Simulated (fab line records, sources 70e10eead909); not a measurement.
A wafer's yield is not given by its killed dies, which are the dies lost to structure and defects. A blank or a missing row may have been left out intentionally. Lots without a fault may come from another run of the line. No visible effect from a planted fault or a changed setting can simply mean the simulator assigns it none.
Matching of chambers | flow nand harc | NHARC_P_CONTACT_DEP_30 on pecvd-02 has 3 sister chambers
The step deposits SiNx, target thk 30 nm. 6 wafers are shown with their chamber, then 7 later ones without.

== WAFERS, EACH WITH ITS CHAMBER ==
wafer  | chamber | heater power w (W)
L300.1 | 0       | 930
L300.2 | 2       | 815
L304.4 | 1       | 685
L304.5 | 2       | 785
L307.2 | 0       | 904
L307.4 | 1       | 654

== WAFERS WITHOUT THEIR CHAMBER ==
wafer  | heater power w (W)
L307.6 | 912
L313.2 | 797
L313.3 | 847
L313.6 | 773
L314.1 | 881
L314.4 | 732
L314.5 | 861

== EACH ONE'S CHAMBER ==
wafer  | from the rows above     | in truth
L307.6 | 0                       | 0
L313.2 | 2                       | 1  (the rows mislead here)
L313.3 | can't be placed: 2 or 0 | 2
L313.6 | 2                       | 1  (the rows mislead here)
L314.1 | 0                       | 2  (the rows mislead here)
L314.4 | can't be placed: 1 or 2 | 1
L314.5 | can't be placed: 0 or 2 | 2
Correctly placed: 1 of 7. These rows do not allow placing 3 (true chamber among the candidates in 3). Number placed wrongly: 3.
How it was worked out, from the rows above alone: a wafer's distance from a chamber is the root of the sum, over the readings, of the square of ((its reading less the chamber's mean) divided by the reading's scatter). The wafer belongs to the nearest chamber; if the next one is less than 2 further off, it can't be placed. A chamber's mean is the mean of its shown wafers. The scatter is the square root of a quotient: the sum, over the shown wafers, of each reading's squared deviation from its chamber's mean, divided by wafers minus chambers.
